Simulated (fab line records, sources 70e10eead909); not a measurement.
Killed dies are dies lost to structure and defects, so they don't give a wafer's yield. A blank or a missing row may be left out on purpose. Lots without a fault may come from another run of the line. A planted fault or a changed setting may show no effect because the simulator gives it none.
fab line records | flow nand_harc
record lots=5 wafers=15 last_day=24
route steps=1159 shown A_SOURCE_PLATE@415 A_ONON_D1@424 A_CHANNEL_HOLE_D1@450
lots that met no fault: from a run of the same line without faults
start_h: hours from the record's first day to the start of the lot's first wafer shown | wait_h: hours since the lot's step before | " the same as in the row above | L1.1+2: a row that stands for several wafers | - no value, or no start given | * or withheld: withheld | < > ~ a bound
route shown NAME@n: a module of which the file shows steps, and the number in the route of the first | usual: mean/standard deviation of fault-free wafers | same: alike in all rows | chamber/n: place in a boat | sites: the reading at each site | _std_site: their standard deviation | _edge_site: outer sites' mean less inner sites' | radius_mm: how far each site lies from the wafer's centre | mask NAME#n: copy n | behind: the tool/chamber that last shaped the wafer | hold: why the lot was held/for how many hours/how that ended | device: the transistor (n, p or np) that didn't switch | end of line: the same wafers' tests at the end of the route | a step without rows: its recipe alone | killed: dies lost to structure and defects at the first sort, not the wafer's yield | map: a wafer's dies, x killed, . not, _ none there
set.NAME: the setting as run; set.NAME@STEP: as run at that earlier step | model.NAME: the simulator's own value behind a step, which no gauge read
lots at some steps of the route; a table a step, a row a wafer
services: from which hour (start_h, from the record's first day; less than 0 if before it) a tool's chamber was out of use, for how many hours, and why
## steps
# step NHARC_A_SOURCE_PLATE_OXIDE_02
# recipe target_thk_a=100 temp_c=900 ox_time_s=1362 material=SiO2
# usual spike_tc_lower_C=900.1/1.2
# columns lot.wafer tool chamber start_h wait_h spike_tc_lower_C
L077.2 furnace-01 0 147.93 - 900.0
L077.4 " 0 " " 900.2
L077.5 " 0 " " 898.7
L079.3 furnace-01 0 160.87 - 900.0
L079.4 " 0 " " 898.8
L079.5 " 0 " " 899.6
L081.1 furnace-04 0 183.63 - 900.8
L081.5 " 0 " " 899.0
L081.6 " 0 " " 900.8
L087.1 furnace-01 0 219.51 3.8 901.9
L087.2 " 0 " " 898.7
L087.3 " 0 " " 898.8
L092.1 furnace-01 0 246.36 - 901.9
L092.3 " 0 " " 898.5
L092.4 " 0 " " 901.2
# step NHARC_A_SOURCE_PLATE_THK_MEAS_09
# recipe thk_meas_gauge=ellipsometry
# usual thk_nm=9.7/0.97
# columns lot.wafer tool chamber start_h wait_h thk_nm
L077.2 film_metro-02 - 151.98 0.4 9.8
L077.4 " - " " 10.1
L077.5 " - " " 8.6
L079.3 film_metro-01 - 164.92 0.4 9.9
L079.4 " - " " 9.5
L079.5 " - " " 10.9
L081.1 film_metro-01 - 187.66 0.4 9.2
L081.5 " - " " 10.7
L081.6 " - " " 10.3
L087.1 film_metro-01 - 223.59 0.4 8.7
L087.2 " - " " 12.1
L087.3 " - " " 9.8
L092.1 film_metro-01 - 250.45 0.4 8.7
L092.3 " - " " 11.0
L092.4 " - " " 8.4
# step NHARC_A_SOURCE_PLATE_PVD_04
# recipe target_thk_a=500 material=WSi2
# columns lot.wafer tool chamber start_h wait_h
L077.2+4+5 pvd_sputter-03 - 152.03 0.1
L079.3+4+5 pvd_sputter-02 - 164.99 0.1
L081.1+6+5 pvd_sputter-03 - 187.73 0.1
L087.1+3+2 pvd_sputter-01 - 223.64 0.1
L092.1+4+3 pvd_sputter-01 - 250.53 0.1
# step NHARC_A_SOURCE_PLATE_CVD_03
# recipe target_thk_a=2000 temp_c=620 pressure_mtorr=200 time_s=4000 material=poly-Si
# usual spike_tc_lower_C=620.5/1.2
# columns lot.wafer tool chamber start_h wait_h spike_tc_lower_C
L077.2 lpcvd_poly-02 0 154.71 - 620.2
L077.4 " 0 " " 622.2
L077.5 " 0 " " 621.6
L079.3 lpcvd_poly-02 0 167.66 - 621.8
L079.4 " 0 " " 620.3
L079.5 " 0 " " 620.4
L081.1 lpcvd_poly-02 0 190.40 - 622.9
L081.5 " 0 " " 620.3
L081.6 " 0 " " 621.0
L087.1 lpcvd_poly-01 0 226.15 - 621.5
L087.2 " 0 " " 620.8
L087.3 " 0 " " 620.1
L092.1 lpcvd_poly-02 0 253.20 - 620.4
L092.3 " 0 " " 621.1
L092.4 " 0 " " 622.0
# step NHARC_A_SOURCE_PLATE_ANNEAL_05
# recipe temp_c=850 time_s=1800
# usual spike_tc_lower_C=849.8/1.1
# columns lot.wafer tool chamber start_h wait_h spike_tc_lower_C
L077.2 furnace-03 0 162.36 4.6 848.6
L077.4 " 0 " " 848.9
L077.5 " 0 " " 851.4
L079.3 furnace-01 0 174.35 3.5 850.9
L079.4 " 0 " " 849.8
L079.5 " 0 " " 850.9
L081.1 furnace-03 0 196.78 3.2 848.3
L081.5 " 0 " " 848.8
L081.6 " 0 " " 849.7
L087.1 furnace-03 0 230.10 0.8 849.3
L087.2 " 0 " " 846.7
L087.3 " 0 " " 849.5
L092.1 furnace-01 0 262.15 5.9 849.2
L092.3 " 0 " " 849.6
L092.4 " 0 " " 851.9
# step NHARC_A_SOURCE_PLATE_THK_MEAS_06
# recipe thk_meas_gauge=ellipsometry
# usual thk_nm=199.8/1.5
# columns lot.wafer tool chamber start_h wait_h thk_nm
L077.2 film_metro-01 - 166.42 0.4 199.2
L077.4 " - " " 199.3
L077.5 " - " " 199.1
L079.3 film_metro-01 - 178.37 0.4 202.8
L079.4 " - " " 202.1
L079.5 " - " " 198.3
L081.1 film_metro-02 - 200.69 0.4 197.5
L081.5 " - " " 198.0
L081.6 " - " " 199.5
L087.1 film_metro-01 - 234.02 0.4 197.3
L087.2 " - " " 198.7
L087.3 " - " " 199.8
L092.1 film_metro-01 - 266.04 0.4 198.7
L092.3 " - " " 200.9
L092.4 " - " " 197.7
# step NHARC_A_SOURCE_PLATE_INSPECT_08
# usual raw_defect_count=60/32
# columns lot.wafer tool chamber start_h wait_h raw_defect_count
L077.2 defect_inspect-01 - 166.52 0.1 43
L077.4 " - " " 42
L077.5 " - " " 50
L079.3 defect_inspect-02 - 178.43 0.0 53
L079.4 " - " " 24
L079.5 " - " " 41
L081.1 defect_inspect-02 - 200.75 0.0 32
L081.5 " - " " 58
L081.6 " - " " 48
L087.1 defect_inspect-02 - 234.11 0.0 71
L087.2 " - " " 61
L087.3 " - " " 43
L092.1 defect_inspect-01 - 266.11 0.0 68
L092.3 " - " " 47
L092.4 " - " " 71
# step NHARC_A_ONON_D1_DEP_00
# recipe target_thk_a=10000 n2_flow_sccm=2750 n2o_flow_sccm=2000 nh3_flow_sccm=500 sih4_flow_sccm=210 temp_c=400
# columns lot.wafer tool chamber start_h wait_h
L077.2+4+5 pecvd_onon-01 0 166.66 0.1
L079.3+4+5 pecvd_onon-01 0 178.61 0.2
L081.1+5+6 pecvd_onon-04 0 200.82 0.1
L087.1+2+3 pecvd_onon-03 0 234.50 0.4
L092.1+3+4 pecvd_onon-03 0 266.17 0.1
# step NHARC_A_ONON_D1_THK_MEAS_02
# recipe thk_meas_gauge=ellipsometry
# usual thk_nm=1000/9.3
# columns lot.wafer tool chamber start_h wait_h thk_nm
L077.2 film_metro-01 - 167.11 - 994
L077.4 " - " " 996
L077.5 " - " " 997
L079.3 film_metro-02 - 179.01 - 1022
L079.4 " - " " 1020
L079.5 " - " " 1022
L081.1 film_metro-01 - 201.33 - 1003
L081.5 " - " " 1002
L081.6 " - " " 1004
L087.1 film_metro-01 - 235.02 - 991
L087.2 " - " " 991
L087.3 " - " " 992
L092.1 film_metro-01 - 266.68 - 983
L092.3 " - " " 983
L092.4 " - " " 983
# step NHARC_A_ONON_D1_DEP_03
# recipe target_thk_a=10000 n2_flow_sccm=2750 n2o_flow_sccm=2000 nh3_flow_sccm=500 sih4_flow_sccm=210 temp_c=400
# columns lot.wafer tool chamber start_h wait_h
L077.2+4+5 pecvd_onon-01 0 167.22 0.1
L079.3+4+5 pecvd_onon-04 0 179.18 0.2
L081.1+5+6 pecvd_onon-03 0 201.39 0.1
L087.1+2+3 pecvd_onon-04 0 235.09 0.1
L092.1+3+4 pecvd_onon-03 0 266.74 0.1
# step NHARC_A_ONON_D1_THK_MEAS_05
# recipe thk_meas_gauge=ellipsometry
# usual thk_nm=1001/8.4
# columns lot.wafer tool chamber start_h wait_h thk_nm
L077.2 film_metro-02 - 167.68 - 993
L077.4 " - " " 994
L077.5 " - " " 993
L079.3 film_metro-01 - 179.58 - 1003
L079.4 " - " " 1000
L079.5 " - " " 1000
L081.1 film_metro-02 - 201.90 - 1001
L081.5 " - " " 1001
L081.6 " - " " 1003
L087.1 film_metro-01 - 235.60 - 996
L087.2 " - " " 996
L087.3 " - " " 996
L092.1 film_metro-02 - 267.24 - 1001
L092.3 " - " " 1000
L092.4 " - " " 1000
# step NHARC_A_ONON_D1_DEP_06
# recipe target_thk_a=10000 n2_flow_sccm=2750 n2o_flow_sccm=2000 nh3_flow_sccm=500 sih4_flow_sccm=210 temp_c=400
# columns lot.wafer tool chamber start_h wait_h
L077.2+4+5 pecvd_onon-01 0 167.79 0.1
L079.3+4+5 pecvd_onon-01 0 180.01 0.4
L081.1+5+6 pecvd_onon-04 0 201.96 0.1
L087.1+2+3 pecvd_onon-03 0 235.66 0.1
L092.1+3+4 pecvd_onon-03 0 267.30 0.1
# step NHARC_A_ONON_D1_THK_MEAS_08
# recipe thk_meas_gauge=ellipsometry
# usual thk_nm=998/11
# columns lot.wafer tool chamber start_h wait_h thk_nm
L077.2 film_metro-01 - 168.25 - 1008
L077.4 " - " " 1006
L077.5 " - " " 1006
L079.3 film_metro-01 - 180.41 - 987
L079.4 " - " " 988
L079.5 " - " " 988
L081.1 film_metro-01 - 202.47 - 996
L081.5 " - " " 997
L081.6 " - " " 996
L087.1 film_metro-02 - 236.17 - 1001
L087.2 " - " " 999
L087.3 " - " " 1001
L092.1 film_metro-01 - 267.82 - 981
L092.3 " - " " 982
L092.4 " - " " 980
# step NHARC_A_ONON_D1_DEP_09
# recipe target_thk_a=10000 n2_flow_sccm=2750 n2o_flow_sccm=2000 nh3_flow_sccm=500 sih4_flow_sccm=210 temp_c=400
# columns lot.wafer tool chamber start_h wait_h
L077.2+4+5 pecvd_onon-01 0 168.37 0.1
L079.3+4+5 pecvd_onon-01 0 180.58 0.2
L081.1+5+6 pecvd_onon-03 0 202.53 0.1
L087.1+2+3 pecvd_onon-01 0 236.23 0.1
L092.1+3+4 pecvd_onon-03 0 267.87 0.1
# step NHARC_A_ONON_D1_THK_MEAS_11
# recipe thk_meas_gauge=ellipsometry
# usual thk_nm=1000/8.8
# columns lot.wafer tool chamber start_h wait_h thk_nm
L077.2 film_metro-02 - 168.82 - 1001
L077.4 " - " " 1001
L077.5 " - " " 1002
L079.3 film_metro-02 - 180.98 - 1003
L079.4 " - " " 1002
L079.5 " - " " 1002
L081.1 film_metro-01 - 203.04 - 977
L081.5 " - " " 977
L081.6 " - " " 979
L087.1 film_metro-01 - 236.73 - 1015
L087.2 " - " " 1014
L087.3 " - " " 1014
L092.1 film_metro-02 - 268.38 - 1002
L092.3 " - " " 1001
L092.4 " - " " 1001
# step NHARC_A_ONON_D1_DEP_12
# recipe target_thk_a=10000 n2_flow_sccm=2750 n2o_flow_sccm=2000 nh3_flow_sccm=500 sih4_flow_sccm=210 temp_c=400
# columns lot.wafer tool chamber start_h wait_h
L077.2+4+5 pecvd_onon-01 0 168.95 0.1
L079.3+4+5 pecvd_onon-01 0 181.15 0.2
L081.1+5+6 pecvd_onon-04 0 203.10 0.1
L087.1+2+3 pecvd_onon-03 0 236.79 0.1
L092.1+3+4 pecvd_onon-03 0 268.44 0.1
# step NHARC_A_ONON_D1_THK_MEAS_14
# recipe thk_meas_gauge=ellipsometry
# usual thk_nm=1001/12
# columns lot.wafer tool chamber start_h wait_h thk_nm
L077.2 film_metro-01 - 169.41 - 966
L077.4 " - " " 966
L077.5 " - " " 967
L079.3 film_metro-01 - 181.55 - 1007
L079.4 " - " " 1006
L079.5 " - " " 1008
L081.1 film_metro-01 - 203.61 - 1001
L081.5 " - " " 1000
L081.6 " - " " 1001
L087.1 film_metro-01 - 237.30 - 1018
L087.2 " - " " 1018
L087.3 " - " " 1019
L092.1 film_metro-01 - 268.95 - 1012
L092.3 " - " " 1011
L092.4 " - " " 1011
# step NHARC_A_ONON_D1_ANNEAL_15
# recipe temp_c=750 time_s=3600
# usual spike_tc_lower_C=750.4/1.1
# columns lot.wafer tool chamber start_h wait_h spike_tc_lower_C
L077.2 furnace-05 0 173.02 3.6 750.3
L077.4 " 0 " " 749.4
L077.5 " 0 " " 749.9
L079.3 furnace-07 0 184.26 2.7 749.1
L079.4 " 0 " " 751.6
L079.5 " 0 " " 750.0
L081.1 furnace-08 0 207.30 3.7 753.4
L081.5 " 0 " " 750.7
L081.6 " 0 " " 751.0
L087.1 furnace-07 0 239.64 2.3 750.3
L087.2 " 0 " " 748.2
L087.3 " 0 " " 750.7
L092.1 furnace-08 0 274.24 5.3 750.5
L092.3 " 0 " " 751.1
L092.4 " 0 " " 751.1
# step NHARC_A_ONON_D1_DEP_16
# recipe target_thk_a=10000 n2_flow_sccm=2750 n2o_flow_sccm=2000 nh3_flow_sccm=500 sih4_flow_sccm=210 temp_c=400
# columns lot.wafer tool chamber start_h wait_h
L077.2+4+5 pecvd_onon-03 0 176.96 0.1
L079.3+4+5 pecvd_onon-03 0 188.26 0.2
L081.1+5+6 pecvd_onon-03 0 211.22 0.1
L087.1+2+3 pecvd_onon-03 0 243.89 0.4
L092.1+3+4 pecvd_onon-04 0 278.12 0.1
# step NHARC_A_ONON_D1_THK_MEAS_18
# recipe thk_meas_gauge=ellipsometry
# usual thk_nm=997/11
# columns lot.wafer tool chamber start_h wait_h thk_nm
L077.2 film_metro-02 - 177.42 - 983
L077.4 " - " " 982
L077.5 " - " " 981
L079.3 film_metro-01 - 188.66 - 993
L079.4 " - " " 995
L079.5 " - " " 995
L081.1 film_metro-01 - 211.73 - 1004
L081.5 " - " " 1006
L081.6 " - " " 1008
L087.1 film_metro-02 - 244.40 - 998
L087.2 " - " " 999
L087.3 " - " " 999
L092.1 film_metro-01 - 278.64 - 994
L092.3 " - " " 994
L092.4 " - " " 995
# step NHARC_A_ONON_D1_DEP_19
# recipe target_thk_a=10000 n2_flow_sccm=2750 n2o_flow_sccm=2000 nh3_flow_sccm=500 sih4_flow_sccm=210 temp_c=400
# columns lot.wafer tool chamber start_h wait_h
L077.2+4+5 pecvd_onon-03 0 177.53 0.1
L079.3+4+5 pecvd_onon-01 0 188.83 0.2
L081.1+5+6 pecvd_onon-01 0 211.78 0.1
L087.1+2+3 pecvd_onon-03 0 244.59 0.2
L092.1+3+4 pecvd_onon-04 0 278.69 0.1
# step NHARC_A_ONON_D1_THK_MEAS_21
# recipe thk_meas_gauge=ellipsometry
# usual thk_nm=1002/11
# columns lot.wafer tool chamber start_h wait_h thk_nm
L077.2 film_metro-02 - 178.01 - 986
L077.4 " - " " 985
L077.5 " - " " 986
L079.3 film_metro-02 - 189.22 - 989
L079.4 " - " " 991
L079.5 " - " " 989
L081.1 film_metro-01 - 212.30 - 989
L081.5 " - " " 989
L081.6 " - " " 987
L087.1 film_metro-01 - 245.10 - 1017
L087.2 " - " " 1013
L087.3 " - " " 1016
L092.1 film_metro-01 - 279.21 - 1000
L092.3 " - " " 998
L092.4 " - " " 999
# step NHARC_A_ONON_D1_DEP_22
# recipe target_thk_a=10000 n2_flow_sccm=2750 n2o_flow_sccm=2000 nh3_flow_sccm=500 sih4_flow_sccm=210 temp_c=400
# columns lot.wafer tool chamber start_h wait_h
L077.2+4+5 pecvd_onon-04 0 178.13 0.1
L079.3+4+5 pecvd_onon-04 0 189.40 0.2
L081.1+5+6 pecvd_onon-03 0 212.35 0.1
L087.1+2+3 pecvd_onon-01 0 245.30 0.2
L092.1+3+4 pecvd_onon-04 0 279.26 0.1
# step NHARC_A_ONON_D1_THK_MEAS_24
# recipe thk_meas_gauge=ellipsometry
# usual thk_nm=1001/9.6
# columns lot.wafer tool chamber start_h wait_h thk_nm
L077.2 film_metro-01 - 178.58 - 979
L077.4 " - " " 977
L077.5 " - " " 978
L079.3 film_metro-02 - 189.79 - 1009
L079.4 " - " " 1008
L079.5 " - " " 1008
L081.1 film_metro-02 - 212.86 - 1004
L081.5 " - " " 1006
L081.6 " - " " 1005
L087.1 film_metro-01 - 245.81 - 1009
L087.2 " - " " 1013
L087.3 " - " " 1010
L092.1 film_metro-01 - 279.78 - 998
L092.3 " - " " 997
L092.4 " - " " 998
# step NHARC_A_ONON_D1_DEP_25
# recipe target_thk_a=10000 n2_flow_sccm=2750 n2o_flow_sccm=2000 nh3_flow_sccm=500 sih4_flow_sccm=210 temp_c=400
# columns lot.wafer tool chamber start_h wait_h
L077.2+4+5 pecvd_onon-03 0 178.92 0.3
L079.3+4+5 pecvd_onon-03 0 189.97 0.2
L081.1+5+6 pecvd_onon-04 0 212.92 0.1
L087.1+2+3 pecvd_onon-03 0 246.34 0.5
L092.1+3+4 pecvd_onon-04 0 279.83 0.1
# step NHARC_A_ONON_D1_THK_MEAS_27
# recipe thk_meas_gauge=ellipsometry
# usual thk_nm=1002/11
# columns lot.wafer tool chamber start_h wait_h thk_nm
L077.2 film_metro-02 - 179.39 - 1015
L077.4 " - " " 1017
L077.5 " - " " 1019
L079.3 film_metro-01 - 190.36 - 992
L079.4 " - " " 994
L079.5 " - " " 993
L081.1 film_metro-02 - 213.43 - 1008
L081.5 " - " " 1007
L081.6 " - " " 1008
L087.1 film_metro-01 - 246.85 - 1013
L087.2 " - " " 1011
L087.3 " - " " 1015
L092.1 film_metro-01 - 280.34 - 1002
L092.3 " - " " 1003
L092.4 " - " " 1002
# step NHARC_A_ONON_D1_DEP_28
# recipe target_thk_a=10000 n2_flow_sccm=2750 n2o_flow_sccm=2000 nh3_flow_sccm=500 sih4_flow_sccm=210 temp_c=400
# columns lot.wafer tool chamber start_h wait_h
L077.2+4+5 pecvd_onon-03 0 179.62 0.2
L079.3+4+5 pecvd_onon-01 0 190.53 0.2
L081.1+5+6 pecvd_onon-03 0 213.49 0.1
L087.1+2+3 pecvd_onon-01 0 247.05 0.2
L092.1+3+4 pecvd_onon-04 0 280.39 0.1
# step NHARC_A_ONON_D1_THK_MEAS_30
# recipe thk_meas_gauge=ellipsometry
# usual thk_nm=1000/9.3
# columns lot.wafer tool chamber start_h wait_h thk_nm
L077.2 film_metro-01 - 180.08 - 1010
L077.4 " - " " 1011
L077.5 " - " " 1011
L079.3 film_metro-02 - 190.93 - 992
L079.4 " - " " 991
L079.5 " - " " 991
L081.1 film_metro-01 - 213.99 - 1002
L081.5 " - " " 1004
L081.6 " - " " 1000
L087.1 film_metro-02 - 247.56 - 1000
L087.2 " - " " 1000
L087.3 " - " " 999
L092.1 film_metro-01 - 280.90 - 989
L092.3 " - " " 990
L092.4 " - " " 990
# step NHARC_A_ONON_D1_DEP_33
# recipe target_thk_a=2000 temp_c=400 pressure_torr=6.5 rf_w=900 teos_flow_sccm=161.4 flow_sccm=2650 target_thk_nm=200 gas=O2 material=SiO2
# usual heater_power_w=584/83 throttle_valve_pct=16.1/0.37
# columns lot.wafer tool chamber start_h wait_h heater_power_w throttle_valve_pct
L077.2 pecvd-02 1 180.13 0.1 647 16.1
L077.5 " 1 " " 642 16.2
L077.4 " 2 " " 551 16.6
L079.3 pecvd-03 2 191.13 0.2 603 16.0
L079.5 " 0 " " 611 16.2
L079.4 " 2 " " 620 15.9
L081.1 pecvd-03 1 214.05 0.1 558 16.1
L081.6 " 2 " " 608 15.8
L081.5 " 0 " " 555 16.2
L087.1 pecvd-04 2 248.31 0.7 687 16.3
L087.3 " 0 " " 483 16.3
L087.2 " 1 " " 497 15.0
L092.3 pecvd-03 2 280.96 0.1 519 16.2
L092.1 " 0 " " 625 16.5
L092.4 " 0 " " 625 16.3
# step NHARC_A_ONON_D1_THK_MEAS_34
# recipe thk_meas_gauge=ellipsometry
# usual thk_nm=200.1/2.7
# columns lot.wafer tool chamber start_h wait_h thk_nm
L077.2 film_metro-02 - 180.54 - 197.4
L077.4 " - " " 198.4
L077.5 " - " " 202.3
L079.3 film_metro-01 - 191.45 - 195.0
L079.4 " - " " 202.6
L079.5 " - " " 199.3
L081.1 film_metro-01 - 214.46 - 197.3
L081.5 " - " " 202.0
L081.6 " - " " 201.7
L087.1 film_metro-01 - 248.73 - 196.6
L087.2 " - " " 196.8
L087.3 " - " " 200.2
L092.1 film_metro-02 - 281.38 - 199.1
L092.3 " - " " 198.0
L092.4 " - " " 197.9
# step NHARC_A_ONON_D1_INSPECT_32
# usual raw_defect_count=74/33
# columns lot.wafer tool chamber start_h wait_h raw_defect_count
L077.2 defect_inspect-01 - 180.61 0.1 65
L077.4 " - " " 70
L077.5 " - " " 73
L079.3 defect_inspect-01 - 191.54 0.0 61
L079.4 " - " " 37
L079.5 " - " " 61
L081.1 defect_inspect-02 - 214.52 0.0 49
L081.5 " - " " 67
L081.6 " - " " 69
L087.1 defect_inspect-02 - 248.79 0.0 101
L087.2 " - " " 68
L087.3 " - " " 68
L092.1 defect_inspect-02 - 281.46 0.0 69
L092.3 " - " " 82
L092.4 " - " " 87
# step NHARC_A_CHANNEL_HOLE_D1_DEP_00
# recipe target_thk_a=31000 temp_c=400 material=aC
# usual throttle_valve_pct=35.000/0.0091
# columns lot.wafer tool chamber start_h wait_h throttle_valve_pct
L077.2 acl_dep-02 0 183.32 2.7 35.002
L077.4 " 0 " " 35.003
L077.5 " 0 " " 35.022
L079.3 acl_dep-01 0 192.40 0.9 34.991
L079.4 " 0 " " 34.990
L079.5 " 0 " " 34.990
L081.1 acl_dep-02 0 214.59 0.1 35.005
L081.5 " 0 215.86 1.3 35.006
L081.6 " 0 " " 35.008
L087.1 acl_dep-01 0 250.80 2.0 35.011
L087.2 " 0 " " 35.016
L087.3 " 0 " " 34.988
L092.1 acl_dep-02 0 281.82 0.4 35.013
L092.3 " 0 " " 35.003
L092.4 " 0 " " 34.995
# step NHARC_A_CHANNEL_HOLE_D1_DEP_01
# recipe target_thk_a=1400 target_thk_nm=140 temp_c=400 pressure_torr=3.5 flow_sccm=200 rf_w=350 material=SiON
# usual heater_power_w=816/76
# columns lot.wafer tool chamber start_h wait_h heater_power_w
L077.2 pecvd-03 1 184.98 1.3 859
L077.5 " 0 " " 809
L077.4 " 1 " " 841
L079.3 pecvd-02 2 193.75 1.0 756
L079.4 " 0 " " 943
L079.5 " 2 " " 780
L081.1 pecvd-01 2 216.52 1.6 827
L081.6 " 0 " " 764
L081.5 " 1 " " 934
L087.1 pecvd-02 1 252.70 1.6 743
L087.3 " 2 " " 774
L087.2 " 0 " " 1001
L092.3 pecvd-01 1 283.81 1.0 906
L092.1 " 2 " " 735
L092.4 " 2 " " 737
# step NHARC_A_CHANNEL_HOLE_D1_DEHYDRATE_02
# recipe temp_c=150 time_s=120
# usual plate_temp_C=150.00/0.13
# columns lot.wafer tool chamber start_h wait_h plate_temp_C
L077.2 litho_track-04 0 185.19 0.2 150.01
L077.4 " 0 " " 150.21
L077.5 " 0 " " 149.96
L079.3 litho_track-06 0 193.97 0.2 149.81
L079.4 " 0 " " 149.95
L079.5 " 0 " " 149.91
L081.1 litho_track-04 0 216.79 0.2 149.72
L081.5 " 0 " " 149.72
L081.6 " 0 " " 149.88
L087.1 litho_track-06 0 252.97 0.2 150.13
L087.2 " 0 " " 149.84
L087.3 " 0 " " 150.06
L092.1 litho_track-01 0 284.08 0.2 150.05
L092.3 " 0 " " 150.04
L092.4 " 0 " " 150.09
# step NHARC_A_CHANNEL_HOLE_D1_HMDS_03
# recipe time_s=30
# columns lot.wafer tool chamber start_h wait_h
L077.2+4+5 litho_track-04 0 - -
L079.3+4+5 litho_track-06 0 - -
L081.1+5+6 litho_track-04 0 - -
L087.1+2+3 litho_track-06 0 - -
L092.1+3+4 litho_track-01 0 - -
# step NHARC_A_CHANNEL_HOLE_D1_COAT_36
# recipe temp_c=260 time_s=75
# usual plate_temp_C=259.98/0.19
# columns lot.wafer tool chamber start_h wait_h plate_temp_C
L077.2 litho_track-04 0 - - 259.98
L077.4 " 0 " " 260.25
L077.5 " 0 " " 259.83
L079.3 litho_track-06 0 - - 259.83
L079.4 " 0 " " 259.75
L079.5 " 0 " " 259.93
L081.1 litho_track-04 0 - - 259.96
L081.5 " 0 " " 259.98
L081.6 " 0 " " 260.24
L087.1 litho_track-06 0 - - 260.26
L087.2 " 0 " " 260.27
L087.3 " 0 " " 260.44
L092.1 litho_track-01 0 - - 260.17
L092.3 " 0 " " 260.00
L092.4 " 0 " " 260.06
# step NHARC_A_CHANNEL_HOLE_D1_COAT_37
# recipe temp_c=225 time_s=65
# usual plate_temp_C=224.98/0.16
# columns lot.wafer tool chamber start_h wait_h plate_temp_C
L077.2 litho_track-04 0 - - 225.04
L077.4 " 0 " " 225.14
L077.5 " 0 " " 225.05
L079.3 litho_track-06 0 - - 224.96
L079.4 " 0 " " 225.09
L079.5 " 0 " " 224.95
L081.1 litho_track-04 0 - - 225.18
L081.5 " 0 " " 224.92
L081.6 " 0 " " 224.95
L087.1 litho_track-06 0 - - 225.13
L087.2 " 0 " " 224.59
L087.3 " 0 " " 224.81
L092.1 litho_track-01 0 - - 224.91
L092.3 " 0 " " 224.85
L092.4 " 0 " " 225.05
# step NHARC_A_CHANNEL_HOLE_D1_COAT_04
# recipe spin_rpm=1500 resist_thk_nm=90
# usual dispense_pressure_kPa=50/3.1
# columns lot.wafer tool chamber start_h wait_h dispense_pressure_kPa
L077.2 litho_track-04 0 - - 47
L077.4 " 0 " " 47
L077.5 " 0 " " 47
L079.3 litho_track-06 0 - - 54
L079.4 " 0 " " 54
L079.5 " 0 " " 54
L081.1 litho_track-04 0 - - 47
L081.5 " 0 " " 47
L081.6 " 0 " " 47
L087.1 litho_track-06 0 - - 54
L087.2 " 0 " " 54
L087.3 " 0 " " 54
L092.1 litho_track-01 0 - - 51
L092.3 " 0 " " 51
L092.4 " 0 " " 51
# step NHARC_A_CHANNEL_HOLE_D1_SOFTBAKE_05
# recipe temp_c=105 time_s=55
# usual plate_temp_C=105.03/0.11
# columns lot.wafer tool chamber start_h wait_h plate_temp_C
L077.2 litho_track-04 0 - - 105.15
L077.4 " 0 " " 104.99
L077.5 " 0 " " 105.07
L079.3 litho_track-06 0 - - 104.87
L079.4 " 0 " " 104.96
L079.5 " 0 " " 104.93
L081.1 litho_track-04 0 - - 105.07
L081.5 " 0 " " 105.00
L081.6 " 0 " " 104.72
L087.1 litho_track-06 0 - - 105.07
L087.2 " 0 " " 105.01
L087.3 " 0 " " 105.07
L092.1 litho_track-01 0 - - 105.02
L092.3 " 0 " " 105.18
L092.4 " 0 " " 105.19
# step NHARC_A_CHANNEL_HOLE_D1_EBR_06
# columns lot.wafer tool chamber start_h wait_h
L077.2+4+5 litho_track-04 0 - -
L079.3+4+5 litho_track-06 0 - -
L081.1+5+6 litho_track-04 0 - -
L087.1+2+3 litho_track-06 0 - -
L092.1+3+4 litho_track-01 0 - -
# step NHARC_A_CHANNEL_HOLE_D1_EXPOSE_07
# recipe na=1.35 target_cd_nm=100 sigma_outer=0.3 dose_mj=59.65 mask_id=HOLE_D1
# usual stage_vel_mm_s=499.91/0.22
# columns lot.wafer tool chamber start_h wait_h mask stage_vel_mm_s
L077.2 arfi_scanner-01 0 185.51 - HOLE_D1#0 499.60
L077.4 " 0 " " HOLE_D1#0 499.87
L077.5 " 0 " " HOLE_D1#0 499.62
L079.3 arfi_scanner-03 0 194.29 - HOLE_D1#0 499.86
L079.4 " 0 " " HOLE_D1#0 499.65
L079.5 " 0 " " HOLE_D1#0 499.89
L081.1 arfi_scanner-03 0 217.11 - HOLE_D1#0 500.04
L081.5 " 0 " " HOLE_D1#0 499.75
L081.6 " 0 " " HOLE_D1#0 499.73
L087.1 arfi_scanner-02 0 253.15 - HOLE_D1#0 500.17
L087.2 " 0 " " HOLE_D1#0 499.90
L087.3 " 0 " " HOLE_D1#0 500.22
L092.1 arfi_scanner-02 0 284.40 - HOLE_D1#0 500.15
L092.3 " 0 " " HOLE_D1#0 500.06
L092.4 " 0 " " HOLE_D1#0 500.06
# step NHARC_A_CHANNEL_HOLE_D1_PEB_08
# recipe peb_temp_c=100 peb_time_s=65
# usual plate_temp_C=100.01/0.11
# columns lot.wafer tool chamber start_h wait_h plate_temp_C
L077.2 litho_track-01 0 185.56 0.1 100.08
L077.4 " 0 " " 99.86
L077.5 " 0 " " 100.07
L079.3 litho_track-04 0 194.34 0.0 99.91
L079.4 " 0 " " 99.95
L079.5 " 0 " " 100.11
L081.1 litho_track-04 0 217.17 0.1 99.90
L081.5 " 0 " " 100.02
L081.6 " 0 " " 99.98
L087.1 litho_track-01 0 253.21 0.1 100.11
L087.2 " 0 " " 100.25
L087.3 " 0 " " 100.05
L092.1 litho_track-04 0 284.46 0.1 99.87
L092.3 " 0 " " 99.85
L092.4 " 0 " " 99.77
# step NHARC_A_CHANNEL_HOLE_D1_DEVELOP_09
# recipe develop_time_s=35 dev_temp_c=23
# columns lot.wafer tool chamber start_h wait_h
L077.2+4+5 litho_track-01 0 - -
L079.3+4+5 litho_track-04 0 - -
L081.1+5+6 litho_track-04 0 - -
L087.1+2+3 litho_track-01 0 - -
L092.1+3+4 litho_track-04 0 - -
## services
# columns tool chamber start_h hours kind
arfi_scanner-02 - 129.37 4.0 pm
pecvd-02 1 134.35 24.9 repair
arfi_scanner-03 - 140.00 4.0 pm
litho_track-04 - 141.00 7.0 pm
pvd_sputter-03 - 152.33 5.0 repair
pecvd-02 - 153.37 13.0 pm
pecvd_onon-03 - 153.38 13.0 pm
pvd_sputter-01 - 158.00 10.0 pm
pecvd-01 - 162.00 1.1 repair
acl_dep-02 - 168.29 13.0 pm
furnace-08 - 184.99 10.1 repair
pecvd_onon-01 - 195.00 13.0 pm
arfi_scanner-03 - 201.08 2.6 repair
pecvd-01 2 206.82 3.9 repair
pvd_sputter-01 - 217.17 1.9 repair
pvd_sputter-01 - 227.25 0.9 repair
pecvd-03 - 230.20 2.3 repair
pecvd-01 - 237.00 13.0 pm
pecvd_onon-04 - 237.00 13.0 pm
arfi_scanner-03 - 237.11 0.8 repair
pecvd-03 2 253.54 20.1 repair
pvd_sputter-03 - 266.11 1.7 repair
litho_track-01 - 268.00 7.0 pm
pvd_sputter-03 - 280.00 10.0 pm
## key
fault none
